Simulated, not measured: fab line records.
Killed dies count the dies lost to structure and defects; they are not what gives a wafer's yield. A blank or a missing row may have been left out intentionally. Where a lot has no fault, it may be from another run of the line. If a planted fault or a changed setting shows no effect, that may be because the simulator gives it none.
Chamber matching -- flow n5_finfet -- 4 sister chambers for N5_BEOL_M5_ETCH_75 on rie_diel-03
The step etches underlayer in N2/H2, target depth 6.5 nm, time 5.2 s. 4 wafers are shown with their chamber, then 8 later ones without.

== WAFERS PAIRED WITH THEIR CHAMBERS ==
wafer,chamber,showerhead_plenum_p_Torr (Torr)
L077.4,1,2.61
L097.4,3,2.43
L097.5,2,2.57
L091.1,0,2.46

== WAFERS WITHOUT THEIR CHAMBER ==
wafer,showerhead_plenum_p_Torr (Torr)
L091.2,2.60
L091.3,2.43
L089.1,2.46
L089.2,2.60
L089.3,2.43
L082.1,2.56
L082.3,2.60
L082.6,2.46

== THE CHAMBER EACH PASSED THROUGH ==
wafer,from the rows above,in truth
L091.2,1,1
L091.3,3,3
L089.1,0,0
L089.2,1,1
L089.3,3,3
L082.1,2,2
L082.3,1,1
L082.6,0,0
Placed correctly: 8 of 8. Not placeable from these rows: 0. Placed wrongly: 0.
How it was worked out, from the rows above alone: a wafer's distance from a chamber is the root of the sum, over the readings, of the square of ((its reading less the chamber's mean) divided by the reading's scatter). The wafer belongs to the nearest chamber; if the next one is less than 2 further off, it can't be placed. The mean given for a chamber averages the wafers shown for that chamber. The scatter: root of mean squared gap, hidden wafer to nearest shown wafer, with one shown wafer a chamber.
